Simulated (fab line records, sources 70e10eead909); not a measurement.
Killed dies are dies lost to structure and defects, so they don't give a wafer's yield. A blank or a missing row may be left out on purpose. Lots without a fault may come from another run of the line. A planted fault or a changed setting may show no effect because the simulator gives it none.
fab line records | flow nand_harc
record lots=13 wafers=39 last_day=24
route steps=1159 shown P_ZERO_WELL@14
lots that met no fault: from a run of the same line without faults
start_h: hours from the record's first day to the start of the lot's first wafer shown | wait_h: hours since the lot's step before | " the same as in the row above | L1.1+2: a row that stands for several wafers | - no value, or no start given | * or withheld: withheld | < > ~ a bound
route shown NAME@n: a module of which the file shows steps, and the number in the route of the first | usual: mean/standard deviation of fault-free wafers | same: alike in all rows | chamber/n: place in a boat | sites: the reading at each site | _std_site: their standard deviation | _edge_site: outer sites' mean less inner sites' | radius_mm: how far each site lies from the wafer's centre | mask NAME#n: copy n | behind: the tool/chamber that last shaped the wafer | hold: why the lot was held/for how many hours/how that ended | device: the transistor (n, p or np) that didn't switch | end of line: the same wafers' tests at the end of the route | a step without rows: its recipe alone | killed: dies lost to structure and defects at the first sort, not the wafer's yield | map: a wafer's dies, x killed, . not, _ none there
set.NAME: the setting as run; set.NAME@STEP: as run at that earlier step | model.NAME: the simulator's own value behind a step, which no gauge read
steps of the route over a sample of lots; a table a step, a row a wafer
services: from which hour (start_h, from the record's first day; less than 0 if before it) a tool's chamber was out of use, for how many hours, and why
## steps
# step NHARC_P_ZERO_WELL_CD_MEAS_11
# recipe target_cd_nm=500 landing_energy_ev=500
# usual cd_nm=500.0/1.6
# columns lot.wafer tool chamber start_h wait_h cd_nm
L321.1 cd_sem-03 0 13.23 - 504.7
L321.3 " 0 " " 502.9
L321.5 " 0 " " 503.4
L322.1 cd_sem-02 0 19.24 - 501.4
L322.2 " 0 " " 499.5
L322.3 " 0 " " 502.4
L323.2 cd_sem-01 0 25.12 - 501.7
L323.3 " 0 " " 501.1
L323.4 " 0 " " 499.4
L325.4 cd_sem-03 0 37.25 - 498.5
L325.5 " 0 " " 497.4
L325.6 " 0 " " 496.7
L326.1 cd_sem-01 0 43.25 - 499.3
L326.2 " 0 " " 498.9
L326.3 " 0 " " 499.5
L328.1 cd_sem-01 0 55.24 - 500.2
L328.3 " 0 " " 499.2
L328.4 " 0 " " 497.3
L337.1 cd_sem-02 0 109.31 - 501.3
L337.2 " 0 " " 500.4
L337.6 " 0 " " 497.9
L338.1 cd_sem-02 0 115.24 - 498.6
L338.5 " 0 " " 499.2
L338.6 " 0 " " 501.3
L339.2 cd_sem-01 0 121.54 - 500.1
L339.3 " 0 " " 500.8
L339.4 " 0 " " 500.2
L340.1 cd_sem-01 0 127.24 - 498.8
L340.2 " 0 " " 499.3
L340.3 " 0 " " 497.5
L341.1 cd_sem-01 0 133.23 - 499.7
L341.2 " 0 " " 501.0
L341.6 " 0 " " 500.3
L342.1 cd_sem-01 0 139.36 - 502.5
L342.2 " 0 " " 502.2
L342.3 " 0 " " 500.3
L343.2 cd_sem-02 0 145.24 - 499.6
L343.5 " 0 " " 501.1
L343.6 " 0 " " 503.0
# step NHARC_P_ZERO_WELL_ETCH_65
# recipe target_depth_a=800 overetch_a=240 time_s=87.88 ion_energy_ev=200 n2_flow_sccm=150 h2_flow_sccm=150 ar_flow_sccm=0 rf_w=400 bias_w=150 chemistry=N2/H2
# usual bias_w=149.9/0.5 drypump_motor_current_A=5.8/0.34 oes_product_au=0.999/0.0081 rf_vpp_V=431.8/2.7 showerhead_plenum_p_Torr=2.09/0.091 throttle_valve_pct=14.171/0.0085
# columns lot.wafer tool chamber start_h wait_h bias_w drypump_motor_current_A oes_product_au rf_hours_counter_h rf_vpp_V showerhead_plenum_p_Torr throttle_valve_pct
L321.3 rie_diel-07 2 13.47 0.1 150.1 5.5 0.988 9.2 429.8 2.06 14.164
L321.1 " 0 " " 149.5 5.8 0.988 8.4 433.2 2.15 14.165
L321.5 " 3 " " 149.6 6.2 0.976 - 433.8 2.15 14.168
L322.1 rie_diel-07 0 19.48 0.1 149.8 5.8 1.010 8.6 432.9 2.15 14.167
L322.3 " 2 " " 150.5 5.5 1.009 9.4 431.5 2.06 14.171
L322.2 " 3 " " 149.2 6.2 0.993 9.7 432.7 2.15 14.171
L323.4 rie_diel-07 3 25.36 0.1 149.5 6.2 0.979 9.7 432.8 2.15 14.173
L323.2 " 0 " " 149.5 5.8 0.988 8.6 432.8 2.15 14.168
L323.3 " 1 " " 149.9 6.0 0.991 9.2 428.0 1.97 14.178
L325.4 rie_diel-12 2 37.49 0.1 149.6 5.7 1.002 0.1 434.3 2.16 14.168
L325.5 " 0 " " 150.3 5.7 1.005 - 433.8 2.21 14.179
L325.6 " 1 " " 151.0 5.4 1.004 - 431.3 2.10 14.181
L326.2 rie_diel-11 0 43.49 0.1 150.1 6.2 1.007 1.8 429.2 1.92 14.165
L326.1 " 1 " " 150.0 5.6 1.004 1.6 432.3 2.09 14.176
L326.3 " 3 " " 149.4 5.7 1.007 2.1 433.8 2.11 14.170
L328.4 rie_diel-11 3 55.49 0.1 149.8 5.7 0.993 2.8 433.5 2.11 14.176
L328.3 " 1 " " 149.9 5.7 0.988 2.4 431.8 2.09 14.183
L328.1 " 2 " " 149.1 6.4 0.986 2.7 428.5 1.91 14.156
L337.2 rie_diel-11 3 109.55 0.1 149.8 5.7 1.003 4.7 432.2 2.11 14.165
L337.1 " 0 " " 149.9 6.2 0.999 4.1 428.0 1.92 14.172
L337.6 " 3 " " 149.4 5.7 1.008 - 432.9 2.11 14.174
L338.1 rie_diel-12 1 115.49 0.1 150.4 5.4 1.007 5.2 433.0 2.10 14.163
L338.5 " 0 " " 149.7 5.7 1.008 - 435.4 2.20 14.163
L338.6 " 1 " " 150.7 5.4 1.009 - 432.2 2.10 14.174
L339.4 rie_diel-07 3 121.78 0.1 149.9 6.2 0.996 4.2 433.7 2.14 14.183
L339.3 " 1 " " 150.6 5.9 0.998 3.5 426.7 1.96 14.178
L339.2 " 2 " " 149.4 5.5 1.008 3.8 430.1 2.06 14.174
L340.1 rie_diel-12 0 127.54 0.1 149.2 5.6 1.006 7.2 435.2 2.20 14.180
L340.2 " 2 " " 150.1 5.8 1.002 5.7 434.5 2.16 14.164
L340.3 " 2 " " 149.8 5.8 1.003 - 433.6 2.16 14.173
L341.1 rie_diel-12 2 133.63 0.1 150.0 5.8 1.004 6.0 434.2 2.16 14.174
L341.2 " 0 " " 151.1 5.6 1.011 7.6 435.9 2.20 14.159
L341.6 " 0 " " 149.9 5.6 0.997 - 434.4 2.20 14.162
L342.3 rie_diel-12 2 139.62 0.1 150.5 5.8 1.004 6.7 434.3 2.16 14.152
L342.1 " 0 " " 150.6 5.6 0.999 8.3 434.5 2.20 14.169
L342.2 " 1 " " 150.0 5.4 1.004 5.5 432.9 2.10 14.161
L343.2 rie_diel-07 0 145.48 0.1 150.3 5.7 1.003 5.3 433.8 2.14 14.172
L343.5 " 0 " " 149.5 5.7 1.005 - 432.9 2.14 14.166
L343.6 " 1 " " 150.2 6.0 0.988 - 427.4 1.96 14.173
# step NHARC_P_ZERO_WELL_EXPOSE_21
# recipe na=0.6 target_cd_nm=720 dose_mj=22.31 mask_id=P_NWELL
# usual focus_offset_nm=-0.1/0.54
# same na=0.6
# columns lot.wafer tool chamber start_h wait_h mask focus_offset_nm
L321.1 krf_scanner-02 0 14.32 - P_NWELL#0 0.8
L321.3 " 0 " " P_NWELL#0 0.7
L321.5 " 0 " " P_NWELL#0 0.8
L322.1 krf_scanner-02 0 20.30 - P_NWELL#0 0.7
L322.2 " 0 " " P_NWELL#0 0.9
L322.3 " 0 " " P_NWELL#0 0.5
L323.2 krf_scanner-04 0 26.31 - P_NWELL#0 0.2
L323.3 " 0 " " P_NWELL#0 0.3
L323.4 " 0 " " P_NWELL#0 0.6
L325.4 krf_scanner-04 0 38.32 - P_NWELL#0 -0.2
L325.5 " 0 " " P_NWELL#0 -0.3
L325.6 " 0 " " P_NWELL#0 -0.2
L326.1 krf_scanner-04 0 44.33 - P_NWELL#0 0.1
L326.2 " 0 " " P_NWELL#0 -0.1
L326.3 " 0 " " P_NWELL#0 0.0
L328.1 krf_scanner-04 0 56.43 - P_HVPW#0 -0.4
L328.3 " 0 " " P_HVPW#0 0.0
L328.4 " 0 " " P_HVPW#0 0.5
L337.1 krf_scanner-04 0 110.50 - P_NWELL#0 -0.9
L337.2 " 0 " " P_NWELL#0 -0.1
L337.6 " 0 " " P_NWELL#0 -0.9
L338.1 krf_scanner-02 0 116.42 - P_NWELL#0 0.1
L338.5 " 0 " " P_NWELL#0 -0.3
L338.6 " 0 " " P_NWELL#0 0.2
L339.2 krf_scanner-04 0 122.74 - P_NWELL#0 -0.1
L339.3 " 0 " " P_NWELL#0 -0.1
L339.4 " 0 " " P_NWELL#0 0.1
L340.1 krf_scanner-02 0 128.54 - P_NWELL#0 0.0
L340.2 " 0 " " P_NWELL#0 0.6
L340.3 " 0 " " P_NWELL#0 0.1
L341.1 krf_scanner-04 0 134.63 - P_NWELL#0 -0.8
L341.2 " 0 " " P_NWELL#0 -0.2
L341.6 " 0 " " P_NWELL#0 -0.4
L342.1 krf_scanner-04 0 140.46 - P_NWELL#0 0.0
L342.2 " 0 " " P_NWELL#0 1.1
L342.3 " 0 " " P_NWELL#0 0.5
L343.2 krf_scanner-02 0 146.42 - P_NWELL#0 0.8
L343.5 " 0 " " P_NWELL#0 -0.1
L343.6 " 0 " " P_NWELL#0 0.4
# step NHARC_P_ZERO_WELL_CD_MEAS_24
# recipe target_cd_nm=720 landing_energy_ev=500
# usual cd_nm=719.8/1.3
# columns lot.wafer tool chamber start_h wait_h cd_nm
L321.1 cd_sem-02 0 14.48 - 721.5
L321.3 " 0 " " 719.7
L321.5 " 0 " " 721.2
L322.1 cd_sem-02 0 20.45 - 717.8
L322.2 " 0 " " 718.4
L322.3 " 0 " " 718.6
L323.2 cd_sem-02 0 26.46 - 720.7
L323.3 " 0 " " 720.3
L323.4 " 0 " " 721.1
L325.4 cd_sem-02 0 38.47 - 720.6
L325.5 " 0 " " 720.5
L325.6 " 0 " " 720.3
L326.1 cd_sem-02 0 44.48 - 719.0
L326.2 " 0 " " 720.0
L326.3 " 0 " " 719.9
L328.1 cd_sem-01 0 56.59 - -
L328.3 " 0 " " -
L328.4 " 0 " " -
L337.1 cd_sem-02 0 110.65 - 722.0
L337.2 " 0 " " 718.4
L337.6 " 0 " " 718.0
L338.1 cd_sem-03 0 116.58 - 718.8
L338.5 " 0 " " 720.6
L338.6 " 0 " " 720.2
L339.2 cd_sem-01 0 122.90 - 722.2
L339.3 " 0 " " 721.0
L339.4 " 0 " " 719.6
L340.1 cd_sem-01 0 128.70 - 721.4
L340.2 " 0 " " 720.2
L340.3 " 0 " " 720.6
L341.1 cd_sem-02 0 134.79 - 718.9
L341.2 " 0 " " 720.1
L341.6 " 0 " " 719.7
L342.1 cd_sem-01 0 140.61 - 721.4
L342.2 " 0 " " 721.7
L342.3 " 0 " " 720.3
L343.2 cd_sem-02 0 146.58 - 721.3
L343.5 " 0 " " 720.9
L343.6 " 0 " " 721.5
# step NHARC_P_ZERO_WELL_RTA_42
# recipe temp_c=1100 time_s=300
# usual lamp_power_pct=33/3.6 lamp_zone_7_pct=34/3.6 wafer_temp_C_max=1104.8/1
# columns lot.wafer tool chamber start_h wait_h lamp_power_pct lamp_zone_7_pct wafer_temp_C_max
L321.1 rtp_anneal-01 0 18.76 - 31 31 1104.2
L321.3 " 0 " " 31 31 1105.0
L321.5 " 0 " " 31 31 1105.6
L322.1 rtp_anneal-02 0 24.77 - 38 38 1105.8
L322.2 " 0 " " 38 38 1103.2
L322.3 " 0 " " 38 38 1104.5
L323.2 rtp_anneal-01 0 30.98 - 30 31 1107.6
L323.3 " 0 " " 30 31 1104.9
L323.4 " 0 " " 30 31 1105.8
L325.4 rtp_anneal-01 0 43.22 - 30 31 1105.2
L325.5 " 0 " " 31 31 1105.0
L325.6 " 0 " " 30 31 1105.6
L326.1 rtp_anneal-01 0 48.94 - 31 31 1104.1
L326.2 " 0 " " 31 31 1106.0
L326.3 " 0 " " 30 31 1107.1
L328.1 rtp_anneal-01 0 60.79 - 31 31 1104.1
L328.3 " 0 " " 30 31 1105.2
L328.4 " 0 " " 31 31 1105.5
L337.1 rtp_anneal-02 0 114.82 - 38 38 1102.9
L337.2 " 0 " " 38 38 1105.9
L337.6 " 0 " " 38 38 1103.7
L338.1 rtp_anneal-02 0 121.20 - 38 38 1105.0
L338.5 " 0 " " 38 38 1103.5
L338.6 " 0 " " 38 38 1104.3
L339.2 rtp_anneal-01 0 127.25 - 31 31 1104.2
L339.3 " 0 " " 31 31 1105.4
L339.4 " 0 " " 31 31 1104.1
L340.1 rtp_anneal-01 0 133.20 - 31 31 1104.1
L340.2 " 0 " " 30 31 1106.4
L340.3 " 0 " " 30 31 1104.8
L341.1 rtp_anneal-01 0 139.20 - 31 31 1105.4
L341.2 " 0 " " 31 31 1104.4
L341.6 " 0 " " 31 31 1106.0
L342.1 rtp_anneal-01 0 145.05 - 31 31 1106.1
L342.2 " 0 " " 31 31 1105.4
L342.3 " 0 " " 31 31 1105.0
L343.2 rtp_anneal-01 0 151.14 - 31 31 1105.9
L343.5 " 0 " " 31 31 1105.7
L343.6 " 0 " " 31 31 1104.7
## services
# columns tool chamber start_h hours kind
rie_diel-12 0 4.46 - clean
rie_diel-12 1 4.46 - clean
rie_diel-12 2 4.46 - clean
rie_diel-12 3 4.46 - clean
rie_diel-07 0 5.73 - clean
rie_diel-07 1 5.73 - clean
rie_diel-07 2 5.73 - clean
rie_diel-07 3 5.73 - clean
rie_diel-11 - 12.50 9.0 pm
rie_diel-12 - 25.40 9.0 pm
rie_diel-12 0 25.40 9.0 vent_cycle
rie_diel-12 1 25.40 9.0 vent_cycle
rie_diel-12 2 25.40 9.0 vent_cycle
rie_diel-12 3 25.40 9.0 vent_cycle
krf_scanner-02 - 38.00 4.0 pm
rie_diel-07 - 51.26 9.0 pm
krf_scanner-04 - 58.96 0.9 repair
rie_diel-11 0 91.25 3.7 repair
krf_scanner-02 - 95.36 2.1 repair
rie_diel-12 2 96.04 3.3 repair
rie_diel-12 1 117.41 19.6 repair
rie_diel-12 3 124.57 32.5 repair
krf_scanner-04 - 126.00 4.0 pm
rie_diel-12 - 132.07 0.2 repair
## key
first_sign step=NHARC_P_ZERO_WELL_EXPOSE_21 reading=mask direction=changed
effect step=NHARC_P_ZERO_WELL_CD_MEAS_24 reading=cd_nm direction=missing
met_at NHARC_P_ZERO_WELL_EXPOSE_21
struck_lots L328
later_rows_left_out L328.1,L328.3,L328.4
sort_left_out L328.1,L328.3,L328.4
tester_left_out L328
not_acting_at NHARC_P_ZERO_WELL_CD_MEAS_11,NHARC_P_ZERO_WELL_ETCH_65,NHARC_P_ZERO_WELL_RTA_42
onset_between 44.33 56.43
fault kind=wrong_mask tool=any chamber=- onset_h=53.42 steps=NHARC_P_ZERO_WELL_EXPOSE_21 aux_copy=P_HVPW#0 scope=struck_lots_only
# tester_left_out: of these lots the tester's yield and bins aren't shown, on N5 and GAA mostly nor the transistor test; their killed dies are dies lost to structure and defects alone, not to doping, threshold or leakage, so they don't give the yield
# sort_left_out: the simulated sort isn't trusted on such a fault, so these wafers' sort isn't shown, and their yield isn't known
# later_rows_left_out: the simulator's readings of these wafers behind a module that went badly wrong aren't trusted and aren't shown, but for the sort
